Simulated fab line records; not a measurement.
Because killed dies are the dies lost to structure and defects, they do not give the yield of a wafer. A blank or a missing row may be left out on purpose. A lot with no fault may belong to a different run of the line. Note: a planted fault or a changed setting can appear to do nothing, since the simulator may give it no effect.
Split-lot trial :: flow n5_finfet :: 21 wafers read from 7 lots, route of 1938 steps

== ABOUT THE SPLIT ==
At N5_ZERO_LAYER_ETCH_18 (etches Si in HBr/Cl2, target depth 120 nm, time 40 s), the setting bias_w was moved away from the recipe's 75 W on 7 of the 21 wafers read, by -17.3% to +11.8%. The other wafers ran this setting at the recipe's value.

The reading is taken at the split's own step.

== THE READING ==
ZERO_LAYER.feature_depth_nm (the simulator's own value, which no gauge read), in nm, at N5_ZERO_LAYER_ETCH_18 (etches Si in HBr/Cl2, target depth 120 nm, time 40 s). The file gives no usual value for it. The 14 wafers here that ran the recipe average 120.1 nm, standard deviation 1.2 nm.

wafer: L077.3
tool, chamber at the split: rie_si-03, 1
bias_w as run, W: 75
against the recipe: recipe
ZERO_LAYER.feature_depth_nm, nm: 119.4
against lot-mates on the recipe: -

wafer: L077.4
tool, chamber at the split: rie_si-03, 2
bias_w as run, W: 62.62
against the recipe: -16.5%
ZERO_LAYER.feature_depth_nm, nm: 114.3
against lot-mates on the recipe: -4.7

wafer: L077.5
tool, chamber at the split: rie_si-03, 2
bias_w as run, W: 75
against the recipe: recipe
ZERO_LAYER.feature_depth_nm, nm: 118.6
against lot-mates on the recipe: -

wafer: L079.3
tool, chamber at the split: rie_si-03, 1
bias_w as run, W: 66.11
against the recipe: -11.9%
ZERO_LAYER.feature_depth_nm, nm: 116.5
against lot-mates on the recipe: -3.7

wafer: L079.5
tool, chamber at the split: rie_si-03, 1
bias_w as run, W: 75
against the recipe: recipe
ZERO_LAYER.feature_depth_nm, nm: 120.6
against lot-mates on the recipe: -

wafer: L079.6
tool, chamber at the split: rie_si-03, 2
bias_w as run, W: 75
against the recipe: recipe
ZERO_LAYER.feature_depth_nm, nm: 119.7
against lot-mates on the recipe: -

wafer: L082.4
tool, chamber at the split: rie_si-05, 2
bias_w as run, W: 75
against the recipe: recipe
ZERO_LAYER.feature_depth_nm, nm: 120.9
against lot-mates on the recipe: -

wafer: L082.5
tool, chamber at the split: rie_si-05, 0
bias_w as run, W: 75
against the recipe: recipe
ZERO_LAYER.feature_depth_nm, nm: 119.5
against lot-mates on the recipe: -

wafer: L082.6
tool, chamber at the split: rie_si-05, 1
bias_w as run, W: 75
against the recipe: recipe
ZERO_LAYER.feature_depth_nm, nm: 118.7
against lot-mates on the recipe: -

wafer: L091.3
tool, chamber at the split: rie_si-01, 0
bias_w as run, W: 62.38
against the recipe: -16.8%
ZERO_LAYER.feature_depth_nm, nm: 115.5
against lot-mates on the recipe: -6.3

wafer: L091.4
tool, chamber at the split: rie_si-01, 1
bias_w as run, W: 75
against the recipe: recipe
ZERO_LAYER.feature_depth_nm, nm: 122.5
against lot-mates on the recipe: -

wafer: L091.5
tool, chamber at the split: rie_si-01, 3
bias_w as run, W: 75
against the recipe: recipe
ZERO_LAYER.feature_depth_nm, nm: 121.2
against lot-mates on the recipe: -

wafer: L093.1
tool, chamber at the split: rie_si-01, 1
bias_w as run, W: 83.88
against the recipe: +11.8%
ZERO_LAYER.feature_depth_nm, nm: 124.1
against lot-mates on the recipe: +4.9

wafer: L093.2
tool, chamber at the split: rie_si-01, 3
bias_w as run, W: 75
against the recipe: recipe
ZERO_LAYER.feature_depth_nm, nm: 120.2
against lot-mates on the recipe: -

wafer: L093.4
tool, chamber at the split: rie_si-01, 0
bias_w as run, W: 75
against the recipe: recipe
ZERO_LAYER.feature_depth_nm, nm: 118.1
against lot-mates on the recipe: -

wafer: L094.2
tool, chamber at the split: rie_si-05, 2
bias_w as run, W: 71.01
against the recipe: -5.3%
ZERO_LAYER.feature_depth_nm, nm: 118.3
against lot-mates on the recipe: -1.0

wafer: L094.4
tool, chamber at the split: rie_si-05, 3
bias_w as run, W: 75
against the recipe: recipe
ZERO_LAYER.feature_depth_nm, nm: 119.3
against lot-mates on the recipe: -

wafer: L094.6
tool, chamber at the split: rie_si-05, 0
bias_w as run, W: 71.01
against the recipe: -5.3%
ZERO_LAYER.feature_depth_nm, nm: 117.6
against lot-mates on the recipe: -1.7

wafer: L095.2
tool, chamber at the split: rie_si-01, 0
bias_w as run, W: 62.02
against the recipe: -17.3%
ZERO_LAYER.feature_depth_nm, nm: 114.9
against lot-mates on the recipe: -6.4

wafer: L095.5
tool, chamber at the split: rie_si-01, 3
bias_w as run, W: 75
against the recipe: recipe
ZERO_LAYER.feature_depth_nm, nm: 122
against lot-mates on the recipe: -

wafer: L095.6
tool, chamber at the split: rie_si-01, 2
bias_w as run, W: 75
against the recipe: recipe
ZERO_LAYER.feature_depth_nm, nm: 120.6
against lot-mates on the recipe: -

THE FIT
A straight line over all 21 wafers: ZERO_LAYER.feature_depth_nm changes by +0.315 nm for each +1% of bias_w; r = +0.90; the points scatter about the line by 1.1 nm.
The same after taking each lot's own level away (the mean of its wafers on the recipe; 21 wafers): +0.352 nm for each +1%; r = +0.96; scatter 0.73 nm.
Per that fit: largest bias_w move, reading shift of 6.1 nm.
From 119.00 to 121.85 nm: that is the span of the lots' own levels, equal to 2.3 times the standard deviation above.
Thus the slope moves with the lot-to-lot level: the two fits are different.
Check: with one of the wafers moved furthest among these (-17.3%) left out of the fit, the line predicts -5.81 nm for it against its lot-mates. Against them it came out at -6.4 nm.

== THE WHOLE CHAIN: every reading that the file lists as answering this split, in the file's order ==
step: N5_ZERO_LAYER_ETCH_18
what it does: etches Si in HBr/Cl2, target depth 120 nm, time 40 s
reading: etch.depth_nm (the simulator's own value, which no gauge read)
change (the file's fit): +0.348 nm for each +1% of the setting
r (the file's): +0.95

step: N5_ZERO_LAYER_ETCH_18
what it does: etches Si in HBr/Cl2, target depth 120 nm, time 40 s
reading: ZERO_LAYER.feature_depth_nm (the simulator's own value, which no gauge read)
change (the file's fit): +0.348 nm for each +1% of the setting
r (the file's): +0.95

== THE FILE'S OWN FIT ==
ZERO_LAYER.feature_depth_nm changes by +0.348 nm for each +1% of bias_w, r = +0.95.
